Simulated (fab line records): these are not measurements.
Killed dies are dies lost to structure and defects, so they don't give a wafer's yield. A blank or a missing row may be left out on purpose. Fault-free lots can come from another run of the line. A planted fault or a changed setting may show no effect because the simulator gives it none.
2 desks looking at one fault -- flow n5-finfet -- what lay behind the numbers comes last; until then each desk has only its own

## METROLOGY DESK
What the gauges read, lot by lot, whatever tool the lot ran on: means of the sampled wafers that have a number. The brackets show how far a lot's mean lies from the usual mean; more than 4 standard deviations puts the lot out of limits, marked OUT.
Columns: A = M8_ILD_THK at N5_BEOL_M8_THK_MEAS_01, usual 154.6 nm
lot,first seen here,A
L375,day 9 18:00,154.6
L377,day 10 14:19,156.2
L380,day 10 15:25,154.9
L378,day 10 16:00,156.0
L381,day 11 08:17,152.7
L382,day 11 12:26,154.6
L388,day 12 21:04,154.0
L390,day 13 07:48,153.3
L389,day 13 10:48,155.1
L392,day 13 17:14,154.7
L391,day 13 21:39,154.5
L394,day 14 06:19,153.2
This desk's finding: nothing out of limits on any of the 12 lots.

## AT THE TOOL OWNER'S DESK: cmp-04
The tool's own readings at N5_BEOL_M7_CMP_52 (polishes, stops on SiCOH lowk, t overpolish 6.9 s, target thk 80 nm): means of the sampled wafers that have a number, for each lot that ran on this tool. The brackets show how far a lot's mean lies from the usual mean; more than 4 standard deviations puts the lot out of limits, marked OUT.
Columns: A = barrier-field-endpoint-s at N5_BEOL_M7_CMP_52, usual 29.1 s; B = motor-current-A at N5_BEOL_M7_CMP_52, usual 6.0 A; C = overpolish-run-s at N5_BEOL_M7_CMP_52, usual 6.900 s; D = time-to-endpoint-s at N5_BEOL_M7_CMP_52, usual 62 s
lot,first seen here,A,B,C,D
L380,day 10 14:22,29.5,5.5,6.908,61
L378,day 10 14:54,29.6,5.6,6.900,63
L388,day 12 19:59,28.9,5.9,6.910,62
L390,day 13 06:38,29.1,5.7,6.888,61
L389,day 13 09:44,23.0 (-7.9) OUT,5.5,6.906,50
L391,day 13 20:35,21.0 (-10) OUT,6.3,6.897,43 (-5.9) OUT
L394,day 14 05:13,23.2 (-7.6) OUT,5.9,6.905,50
Finding of this desk: L389, L391, L394 out of limits; the first was L389 at day 13 09:44, on barrier-field-endpoint-s at N5_BEOL_M7_CMP_52. In limits: L380, L378, L388, L390.

## TAKEN TOGETHER
The tool owner's desk had the chance to raise an alarm at day 13 09:44 on L389, L391, L394.
From the metrology desk's view, nothing was out of limits.
The metrology desk has L389, L391, L394 on record, within its limits.
Every lot named ran N5_BEOL_M7_CMP_52 on cmp-04.

## WHAT THE SIMULATOR HAD INSERTED
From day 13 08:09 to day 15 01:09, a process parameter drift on cmp-04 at N5_BEOL_M7_CMP_52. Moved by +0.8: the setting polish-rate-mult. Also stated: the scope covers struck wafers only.
Shown lots that were struck: L389, L391, L394.
Each desk's first reading out of limits, in hours after the fault started: the tool owner's desk, 2.
